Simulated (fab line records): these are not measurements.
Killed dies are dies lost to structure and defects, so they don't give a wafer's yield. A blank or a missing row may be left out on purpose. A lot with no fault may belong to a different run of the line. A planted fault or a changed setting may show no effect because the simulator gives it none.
Chamber matching + flow n5Finfet + 4 sister chambers for N5_BEOL_M7_ALD_77 on aldMetal-01
The step deposits TaN, target thk 2 nm, pulse time 2 s, purge time 3 s. 8 wafers are shown with their chamber, then 10 later ones without.

EACH WAFER AND ITS CHAMBER
| wafer  | chamber | heaterPowerW (W) | precursorVesselCarrierSccm (sccm) |
|--------|---------|------------------|-----------------------------------|
| L074.2 | 1       | 469              | 1001                              |
| L080.4 | 2       | 431              | 1002                              |
| L084.3 | 1       | 467              | 1001                              |
| L085.2 | 2       | 426              | 998                               |
| L085.4 | 3       | 395              | 1005                              |
| L085.5 | 0       | 365              | 999                               |
| L087.3 | 3       | 401              | 1002                              |
| L087.5 | 0       | 374              | 1004                              |

WAFERS MISSING THEIR CHAMBER
| wafer  | heaterPowerW (W) | precursorVesselCarrierSccm (sccm) |
|--------|------------------|-----------------------------------|
| L087.6 | 458              | 1004                              |
| L091.2 | 422              | 998                               |
| L091.5 | 409              | 994                               |
| L091.6 | 437              | 1001                              |
| L096.4 | 464              | 1003                              |
| L096.5 | 369              | 1006                              |
| L096.6 | 399              | 1004                              |
| L097.2 | 402              | 999                               |
| L097.4 | 434              | 1000                              |
| L097.6 | 370              | 996                               |

CHAMBER TAKEN BY EACH
| wafer  | from the rows above     | in truth |
|--------|-------------------------|----------|
| L087.6 | 1                       | 1        |
| L091.2 | 2                       | 2        |
| L091.5 | can't be placed: 3 or 2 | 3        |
| L091.6 | 2                       | 2        |
| L096.4 | 1                       | 1        |
| L096.5 | 0                       | 0        |
| L096.6 | 3                       | 3        |
| L097.2 | 3                       | 3        |
| L097.4 | 2                       | 2        |
| L097.6 | 0                       | 0        |
Placed correctly: 9 of 10. Can't be placed from these rows: 1 (the true chamber is among the candidates in 1). 0 placed wrongly.
How it was worked out, from the rows above alone: a wafer's distance from a chamber is the root of the sum, over the readings, of the square of ((its reading less the chamber's mean) divided by the reading's scatter). The wafer belongs to the nearest chamber; if the next one is less than 2 further off, it can't be placed. A chamber's mean is the mean of its shown wafers. The scatter: take each reading less its chamber's mean, square it, sum over the shown wafers, divide by the number of wafers less the number of chambers, and take the root.
